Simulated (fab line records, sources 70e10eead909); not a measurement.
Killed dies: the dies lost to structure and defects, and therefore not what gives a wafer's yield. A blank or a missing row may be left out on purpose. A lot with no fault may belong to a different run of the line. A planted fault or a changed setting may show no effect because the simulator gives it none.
Which of the tools did it?	flow nand-harc	72 wafers from 24 lots sampled at 6 of the route's 1302 steps

## WHAT THE GAUGES SHOWED, per wafer
The record holds no reading of a measuring or inspecting step that can be judged against a usual standard deviation.

## WHAT TOOL EACH LOT RAN ON (gives the tool, then ch and the chambers of the sampled wafers, and finally the start)
lot	NHARC_A_CONTACT_CVD_19	NHARC_A_BLC_PVD_32	NHARC_A_BLC_CVD_24	NHARC_A_M0_ETCH_34	NHARC_A_M1_ANNEAL_31	NHARC_A_M1_PRE_CLEAN_32
L074	cvd-w-01 ch 0,1, day 22 13:56 or earlier	pvd-sputter-01, day 22 13:56 or earlier	cvd-w-01 ch 0,1, day 22 13:56 or earlier	rie-diel-01 ch 0,2,3, day 22 13:56	rtp-anneal-01 ch 0, day 22 19:32	pecvd-03 ch 0,2, day 22 20:26
L076	cvd-w-02 ch 0,1, day 22 21:04 or earlier	pvd-sputter-02, day 22 21:04 or earlier	cvd-w-02 ch 0,1, day 22 21:04 or earlier	rie-diel-01 ch 2,3, day 22 21:04	rtp-anneal-01 ch 0, day 23 02:40	pecvd-02 ch 1,2, day 23 03:34
L075	cvd-w-01 ch 0,1, day 23 10:08 or earlier	pvd-sputter-01, day 23 10:08 or earlier	cvd-w-01 ch 0,1, day 23 10:08 or earlier	rie-diel-05 ch 0,1,3, day 23 10:08	rtp-anneal-02 ch 0, day 23 15:52	pecvd-02 ch 1,2, day 23 16:40
L077	cvd-w-02 ch 0,1, day 23 17:30 or earlier	pvd-sputter-01, day 23 17:30	cvd-w-01 ch 0,1, day 23 19:56 or earlier	rie-diel-05 ch 0,2,3, day 23 19:56	rtp-anneal-02 ch 0, day 24 01:40	pecvd-03 ch 1,2, day 24 02:28
L078	cvd-w-01 ch 0,1, day 23 20:24 or earlier	pvd-sputter-02, day 23 20:24 or earlier	cvd-w-02 ch 0,1, day 23 20:24 or earlier	rie-diel-05 ch 2,3, day 23 20:24	rtp-anneal-01 ch 0, day 24 02:11	pecvd-03 ch 0,1,2, day 24 03:05
L079	cvd-w-02 ch 0, day 24 02:49 or earlier	pvd-sputter-01, day 24 02:49 or earlier	cvd-w-02 ch 0,1, day 24 02:49 or earlier	rie-diel-02 ch 1,2,3, day 24 02:49	rtp-anneal-01 ch 0, day 24 08:39	pecvd-02 ch 0,1, day 24 09:29
L081	cvd-w-01 ch 0,1, day 25 17:59 or earlier	pvd-sputter-03, day 25 17:59 or earlier	cvd-w-01 ch 0,1, day 25 17:59 or earlier	rie-diel-05 ch 0,1,2, day 25 17:59	rtp-anneal-02 ch 0, day 25 23:52	pecvd-03 ch 1,2, day 26 00:40
L080	cvd-w-02 ch 0,1, day 26 06:28 or earlier	pvd-sputter-01, day 26 06:28 or earlier	cvd-w-01 ch 0,1, day 26 06:28 or earlier	rie-diel-02 ch 0,1,3, day 26 06:28	rtp-anneal-02 ch 0, day 26 12:16	pecvd-03 ch 0,1,2, day 26 13:09
L083	cvd-w-02 ch 0,1, day 26 13:04 or earlier	pvd-sputter-01, day 26 13:04 or earlier	cvd-w-02 ch 0,1, day 26 13:04 or earlier	rie-diel-05 ch 1,2,3, day 26 13:04	rtp-anneal-01 ch 0, day 26 18:51	pecvd-02 ch 0,1, day 26 19:43
L082	cvd-w-01 ch 0,1, day 26 15:01 or earlier	pvd-sputter-03, day 26 15:01 or earlier	cvd-w-02 ch 0,1, day 26 15:01 or earlier	rie-diel-02 ch 1,2, day 26 15:01	rtp-anneal-01 ch 0, day 26 21:01	pecvd-03 ch 0,1,2, day 26 21:50
L084	cvd-w-01 ch 0,1, day 26 18:25 or earlier	pvd-sputter-01, day 26 18:25 or earlier	cvd-w-01 ch 0,1, day 26 18:25 or earlier	rie-diel-02 ch 0,1,2, day 26 18:25	rtp-anneal-02 ch 0, day 27 00:18	pecvd-02 ch 0,1, day 27 01:05
L085	cvd-w-02 ch 0,1, day 27 08:50 or earlier	pvd-sputter-02, day 27 08:50 or earlier	cvd-w-02 ch 0,1, day 27 08:50 or earlier	rie-diel-05 ch 0,1,2, day 27 08:50	rtp-anneal-02 ch 0, day 27 14:58	pecvd-02 ch 0,1, day 27 15:51
L086	cvd-w-01 ch 0,1, day 27 22:23 or earlier	pvd-sputter-01, day 27 22:23 or earlier	cvd-w-02 ch 0,1, day 27 22:23 or earlier	rie-diel-02 ch 0,3, day 27 22:23	rtp-anneal-01 ch 0, day 28 04:10	pecvd-04 ch 0,1,2, day 28 04:56
L087	cvd-w-01 ch 0,1, day 27 23:15 or earlier	pvd-sputter-03, day 27 23:15 or earlier	cvd-w-01 ch 0,1, day 27 23:15 or earlier	rie-diel-02 ch 0,1, day 27 23:15	rtp-anneal-02 ch 0, day 28 05:32	pecvd-04 ch 0,2, day 28 06:27
L088	cvd-w-01 ch 0, day 28 15:56 or earlier	pvd-sputter-01, day 28 15:56 or earlier	cvd-w-02 ch 0,1, day 28 15:56 or earlier	rie-diel-02 ch 0,1,3, day 28 15:56	rtp-anneal-02 ch 0, day 28 21:49	pecvd-04 ch 0,1,2, day 28 22:43
L089	cvd-w-01 ch 0,1, day 28 20:20 or earlier	pvd-sputter-01, day 28 20:20 or earlier	cvd-w-02 ch 0,1, day 28 20:20 or earlier	rie-diel-05 ch 0,1, day 28 20:20	rtp-anneal-02 ch 0, day 29 02:20	pecvd-04 ch 1,2, day 29 03:08
L091	cvd-w-01 ch 0,1, day 29 01:48 or earlier	pvd-sputter-03, day 29 01:48 or earlier	cvd-w-01 ch 0,1, day 29 01:48 or earlier	rie-diel-05 ch 0,2,3, day 29 01:48	rtp-anneal-02 ch 0, day 29 07:30	pecvd-03 ch 0,1, day 29 08:25
L090	cvd-w-01 ch 0,1, day 29 16:34 or earlier	pvd-sputter-02, day 29 16:34 or earlier	cvd-w-02 ch 0,1, day 29 16:34 or earlier	rie-diel-02 ch 0,1,2, day 29 16:34	rtp-anneal-02 ch 0, day 29 22:25	pecvd-03 ch 0,1,2, day 29 23:11
L092	cvd-w-01 ch 0,1, day 30 04:04 or earlier	pvd-sputter-02, day 30 04:04 or earlier	cvd-w-02 ch 0,1, day 30 04:04 or earlier	rie-diel-01 ch 0,1,3, day 30 04:04	rtp-anneal-01 ch 0, day 30 09:53	pecvd-03 ch 1,2, day 30 10:41
L093	cvd-w-02 ch 0,1, day 30 16:46 or earlier	pvd-sputter-01, day 30 16:46 or earlier	cvd-w-02 ch 0,1, day 30 16:46 or earlier	rie-diel-02 ch 0,1,2, day 30 16:46	rtp-anneal-01 ch 0, day 30 22:43	pecvd-03 ch 0,1,2, day 30 23:34
L094	cvd-w-02 ch 0,1, day 31 20:56 or earlier	pvd-sputter-03, day 31 20:56 or earlier	cvd-w-02 ch 0,1, day 31 20:56 or earlier	rie-diel-02 ch 0,1,2, day 31 20:56	rtp-anneal-01 ch 0, day 32 02:36	pecvd-02 ch 0,1, day 32 03:30
L096	cvd-w-02 ch 0,1, day 32 01:52 or earlier	pvd-sputter-03, day 32 01:52 or earlier	cvd-w-01 ch 0, day 32 01:52 or earlier	rie-diel-02 ch 0,1,3, day 32 01:52	rtp-anneal-01 ch 0, day 32 07:50	pecvd-04 ch 0,1,2, day 32 08:41
L097	cvd-w-02 ch 0,1, day 32 02:20 or earlier	pvd-sputter-01, day 32 02:20 or earlier	cvd-w-02 ch 0,1, day 32 02:20 or earlier	rie-diel-02 ch 1,3, day 32 02:20	rtp-anneal-01 ch 0, day 32 08:37	pecvd-03 ch 1,2, day 32 09:34
L095	cvd-w-02 ch 0,1, day 32 04:53 or earlier	pvd-sputter-02, day 32 04:53 or earlier	cvd-w-01 ch 0, day 32 04:53 or earlier	rie-diel-05 ch 0,1, day 32 04:53	rtp-anneal-01 ch 0, day 32 10:53	pecvd-04 ch 0,1,2, day 32 11:41
- NHARC_A_CONTACT_CVD_19: deposits W, target thk 300 nm, time 802 s.
- NHARC_A_BLC_PVD_32: deposits Ti, target thk 5 nm, time 17.7 s.
- NHARC_A_BLC_CVD_24: deposits W, target thk 150 nm, time 434 s.
- NHARC_A_M0_ETCH_34: etches the open film in N2/H2, target depth 40 nm, overetch 12 nm, time 43.94 s.
- NHARC_A_M1_ANNEAL_31: time 90 s.
- NHARC_A_M1_PRE_CLEAN_32: time 12 s.

## WHAT THE TOOLS THEMSELVES READ (means of the sampled wafers that have a number; where no wafer has one, the mark that the record gives instead)
NHARC_A_CONTACT_CVD_19. Usual: heater-power-outer-w 259 W, standard deviation 29; heater-power-w 484 W, standard deviation 36; mfc-ar-sccm 1560 sccm, standard deviation 4.8; throttle-valve-pct 8.17 %, standard deviation 0.22.
lot	tool	heater-power-outer-w (W)	heater-power-w (W)	mfc-ar-sccm (sccm)	throttle-valve-pct (%)	flag
L074	cvd-w-01	299	531	1564	8.18	
L076	cvd-w-02	233	451	1556	7.99	
L075	cvd-w-01	295	537	1563	8.24	
L077	cvd-w-02	237	453	1564	8.00	
L078	cvd-w-01	288	534	1557	8.09	
L079	cvd-w-02	224	445	1556	7.98	
L081	cvd-w-01	272	504	1562	8.22	
L080	cvd-w-02	232	450	1559	7.98	
L083	cvd-w-02	237	449	1562	8.05	
L082	cvd-w-01	279	506	1556	8.29	
L084	cvd-w-01	286	506	1557	8.23	
L085	cvd-w-02	237	460	1564	8.05	
L086	cvd-w-01	285	512	1560	8.21	
L087	cvd-w-01	284	513	1561	8.36	
L088	cvd-w-01	262	500	1556	8.22	
L089	cvd-w-01	284	508	1559	8.33	
L091	cvd-w-01	288	511	1565	8.31	
L090	cvd-w-01	277	511	1556	8.22	
L092	cvd-w-01	271	512	1563	8.29	
L093	cvd-w-02	240	443	1560	7.88	
L094	cvd-w-02	226	444	1555	8.25	
L096	cvd-w-02	240	453	1563	8.00	
L097	cvd-w-02	224	439	1555	8.10	
L095	cvd-w-02	240	455	1565	7.96	

NHARC_A_BLC_PVD_32. Usual: throttle-valve-pct at 29.8 %, with a standard deviation of 0.91.
lot	tool	throttle-valve-pct (%)	flag
L074	pvd-sputter-01	29.5	
L076	pvd-sputter-02	30.4	
L075	pvd-sputter-01	29.8	
L077	pvd-sputter-01	28.8	
L078	pvd-sputter-02	28.6	
L079	pvd-sputter-01	29.7	
L081	pvd-sputter-03	30.4	
L080	pvd-sputter-01	29.7	
L083	pvd-sputter-01	29.3	
L082	pvd-sputter-03	29.8	
L084	pvd-sputter-01	30.2	
L085	pvd-sputter-02	29.5	
L086	pvd-sputter-01	29.8	
L087	pvd-sputter-03	30.7	
L088	pvd-sputter-01	29.0	
L089	pvd-sputter-01	30.4	
L091	pvd-sputter-03	30.9	
L090	pvd-sputter-02	30.1	
L092	pvd-sputter-02	30.2	
L093	pvd-sputter-01	29.4	
L094	pvd-sputter-03	29.9	
L096	pvd-sputter-03	30.3	
L097	pvd-sputter-01	29.4	
L095	pvd-sputter-02	29.9	

NHARC_A_BLC_CVD_24. Usual: heater-power-outer-w 253 W, standard deviation 28; heater-power-w 478 W, standard deviation 41; mfc-ar-sccm 1560 sccm, standard deviation 4.3; throttle-valve-pct 8.13 %, standard deviation 0.25.
lot	tool	heater-power-outer-w (W)	heater-power-w (W)	mfc-ar-sccm (sccm)	throttle-valve-pct (%)	flag
L074	cvd-w-01	292	539	1556	8.20	
L076	cvd-w-02	233	448	1564	7.99	
L075	cvd-w-01	291	542	1558	8.34	
L077	cvd-w-01	289	542	1563	8.33	
L078	cvd-w-02	233	438	1567	7.88	
L079	cvd-w-02	231	446	1554	8.02	
L081	cvd-w-01	284	507	1558	8.22	
L080	cvd-w-01	275	502	1556	8.24	
L083	cvd-w-02	237	445	1561	7.99	
L082	cvd-w-02	233	454	1558	8.18	
L084	cvd-w-01	275	503	1560	8.29	
L085	cvd-w-02	232	445	1564	8.09	
L086	cvd-w-02	224	444	1560	8.14	
L087	cvd-w-01	288	509	1562	8.20	
L088	cvd-w-02	237	446	1560	7.93	
L089	cvd-w-02	241	446	1559	7.85	
L091	cvd-w-01	286	504	1560	8.30	
L090	cvd-w-02	242	452	1560	7.99	
L092	cvd-w-02	239	453	1558	7.89	
L093	cvd-w-02	223	442	1559	8.07	
L094	cvd-w-02	241	451	1559	7.95	
L096	cvd-w-01	267	528	1563	8.14	
L097	cvd-w-02	223	439	1555	8.17	
L095	cvd-w-01	264	535	1564	8.23	

NHARC_A_M0_ETCH_34. Usual: value, then standard deviation, for each; chamber-pressure-mTorr 30.004 mTorr / 0.028; drypump-motor-current-A 5.8 A / 0.32; mfc-ar-sccm 0.004 sccm / 0.0067; oes-product-au 1.001 a.u. / 0.0094; rf-vpp-V 428.7 V / 2; showerhead-plenum-p-Torr 1.98 Torr / 0.061; throttle-valve-pct 14.171 % / 0.0091.
lot	tool	chamber-pressure-mTorr (mTorr)	drypump-motor-current-A (A)	mfc-ar-sccm (sccm)	oes-product-au (a.u.)	rf-vpp-V (V)	showerhead-plenum-p-Torr (Torr)	throttle-valve-pct (%)	flag
L074	rie-diel-01	30.021	5.7	0.002	1.001	430.0	2.02	14.178	
L076	rie-diel-01	30.001	5.5	0.004	1.014	429.7	2.00	14.156	
L075	rie-diel-05	30.023	5.7	0.014	0.997	429.9	2.02	14.176	
L077	rie-diel-05	30.000	5.5	0.010	0.998	430.3	2.03	14.177	
L078	rie-diel-05	30.018	5.4	0.013	0.983	429.7	2.02	14.172	
L079	rie-diel-02	30.007	6.0	0.000	1.000	427.7	1.93	14.176	
L081	rie-diel-05	30.018	5.7	0.008	0.999	431.1	2.06	14.173	
L080	rie-diel-02	30.022	5.8	0.000	0.998	428.4	1.94	14.176	
L083	rie-diel-05	29.973	5.7	0.011	1.002	431.2	2.05	14.178	
L082	rie-diel-02	29.984	6.1	0.000	0.999	426.1	1.92	14.170	
L084	rie-diel-02	29.987	5.9	0.000	1.001	427.5	1.93	14.179	
L085	rie-diel-05	29.992	5.7	0.008	0.999	430.4	2.06	14.160	
L086	rie-diel-02	30.002	5.8	0.000	1.005	428.8	1.95	14.163	
L087	rie-diel-02	29.996	5.9	0.000	1.011	427.1	1.93	14.174	
L088	rie-diel-02	29.972	5.9	0.000	1.007	427.8	1.94	14.167	
L089	rie-diel-05	29.999	5.7	0.011	0.993	430.3	2.02	14.180	
L091	rie-diel-05	30.002	5.4	0.010	1.002	429.5	2.03	14.166	
L090	rie-diel-02	30.011	5.9	0.000	1.000	426.4	1.93	14.177	
L092	rie-diel-01	29.985	5.7	0.002	1.010	428.2	1.99	14.169	
L093	rie-diel-02	29.996	5.9	0.000	1.006	427.0	1.93	14.174	
L094	rie-diel-02	29.990	5.9	0.000	1.000	427.0	1.93	14.167	
L096	rie-diel-02	30.025	5.9	0.000	1.016	426.5	1.94	14.178	
L097	rie-diel-02	30.000	6.0	0.000	1.000	426.7	1.92	14.165	
L095	rie-diel-05	29.993	5.7	0.011	0.997	430.2	2.02	14.176	

NHARC_A_M1_ANNEAL_31. Usual: anneal-temp-c-max 225.78, standard deviation 0.24; wafer_temp_C_max 225.9, standard deviation 0.32.
lot	tool	anneal-temp-c-max	wafer_temp_C_max	flag
L074	rtp-anneal-01	225.86	226.3	
L076	rtp-anneal-01	225.89	226.2	
L075	rtp-anneal-02	225.85	225.7	
L077	rtp-anneal-02	225.54	225.4	
L078	rtp-anneal-01	225.99	226.1	
L079	rtp-anneal-01	225.79	225.9	
L081	rtp-anneal-02	225.62	225.7	
L080	rtp-anneal-02	225.36	225.7	
L083	rtp-anneal-01	225.69	225.7	
L082	rtp-anneal-01	225.83	226.2	
L084	rtp-anneal-02	225.81	225.7	
L085	rtp-anneal-02	225.78	225.6	
L086	rtp-anneal-01	225.83	226.4	
L087	rtp-anneal-02	225.68	225.8	
L088	rtp-anneal-02	225.93	225.6	
L089	rtp-anneal-02	225.40	225.3	
L091	rtp-anneal-02	225.90	225.6	
L090	rtp-anneal-02	225.67	225.7	
L092	rtp-anneal-01	225.86	226.0	
L093	rtp-anneal-01	225.99	226.1	
L094	rtp-anneal-01	225.88	226.0	
L096	rtp-anneal-01	225.92	226.2	
L097	rtp-anneal-01	226.01	226.1	
L095	rtp-anneal-01	225.97	226.0	

NHARC_A_M1_PRE_CLEAN_32. Usual: heater-power-outer-w 344 W, standard deviation 61; heater-power-w 596 W, standard deviation 79.
lot	tool	heater-power-outer-w (W)	heater-power-w (W)	flag
L074	pecvd-03	335	563	
L076	pecvd-02	371	599	
L075	pecvd-02	341	567	
L077	pecvd-03	328	555	
L078	pecvd-03	317	581	
L079	pecvd-02	397	663	
L081	pecvd-03	286	546	
L080	pecvd-03	297	538	
L083	pecvd-02	374	641	
L082	pecvd-03	317	566	
L084	pecvd-02	386	659	
L085	pecvd-02	407	670	
L086	pecvd-04	375	635	
L087	pecvd-04	327	542	
L088	pecvd-04	366	622	
L089	pecvd-04	394	686	
L091	pecvd-03	279	531	
L090	pecvd-03	307	557	
L092	pecvd-03	320	579	
L093	pecvd-03	315	565	
L094	pecvd-02	392	652	
L096	pecvd-04	385	652	
L097	pecvd-03	364	604	
L095	pecvd-04	383	649	

## THE ANSWER, worked out from the rows above alone
Rule: a lot counts as off when the mean over its wafers that have a number is more than 3 standard deviations away from the usual mean. Also off: a lot with no number at a reading for which 4 or more lots have one. Any other lot the step has rows for is counted as sound. The gauges are gone through in route order, then the tools' own readings, and for those a lot's mean is taken as printed above. The first step at which some lot is off is used, and at that step the reading that is off furthest; a lot without a number counts as furthest.
Nothing can be told from this: no lot is off at any reading shown.

## WHAT THE SIMULATOR PUT IN
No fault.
